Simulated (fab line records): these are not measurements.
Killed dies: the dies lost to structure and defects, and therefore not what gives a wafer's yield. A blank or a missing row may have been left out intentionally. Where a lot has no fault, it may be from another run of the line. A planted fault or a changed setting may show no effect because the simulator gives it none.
Matching of chambers | flow nand harc | NHARC_A_CHANNEL_FILL_D1_ALD_25 on ald hk-04: 4 sister chambers
The step deposits SiOx, target thk 60 nm, pulse time 10 s, ald cycles 600. 8 wafers are shown with their chamber, then 7 later ones without.

== EACH WAFER AND ITS CHAMBER ==
wafer  | chamber | heater power w (W) | susceptor temp C (C)
L282.4 | 3       | 519                | 300.32
L286.3 | 1       | 592                | 299.83
L286.4 | 0       | 480                | 299.94
L290.1 | 3       | 516                | 299.98
L290.2 | 2       | 505                | 300.01
L290.4 | 1       | 577                | 300.18
L292.1 | 0       | 480                | 300.50
L292.3 | 2       | 497                | 299.89

== WAFERS WITHOUT THEIR CHAMBER ==
wafer  | heater power w (W) | susceptor temp C (C)
L294.1 | 591                | 299.74
L295.4 | 508                | 299.87
L295.1 | 491                | 299.96
L295.6 | 500                | 299.81
L297.3 | 515                | 299.99
L297.5 | 519                | 300.40
L297.6 | 498                | 299.79

== WHICH CHAMBER EACH ONE RAN IN ==
wafer  | from the rows above     | in truth
L294.1 | 1                       | 1
L295.4 | can't be placed: 2 or 3 | 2
L295.1 | can't be placed: 2 or 0 | 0
L295.6 | 2                       | 2
L297.3 | can't be placed: 3 or 2 | 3
L297.5 | 3                       | 3
L297.6 | 2                       | 2
Correctly placed: 4 of 7. Unplaceable from these rows: 3, with the true chamber sitting among the candidates in 3. 0 placed wrongly.
How it was worked out, from the rows above alone: a wafer's distance from a chamber is the root of the sum, over the readings, of the square of ((its reading less the chamber's mean) divided by the reading's scatter). The wafer belongs to the nearest chamber; if the next one is less than 2 further off, it can't be placed. For every chamber, the mean is computed from those of its wafers that are shown. The scatter: take each reading less its chamber's mean, square it, sum over the shown wafers, divide by the number of wafers less the number of chambers, and take the root.
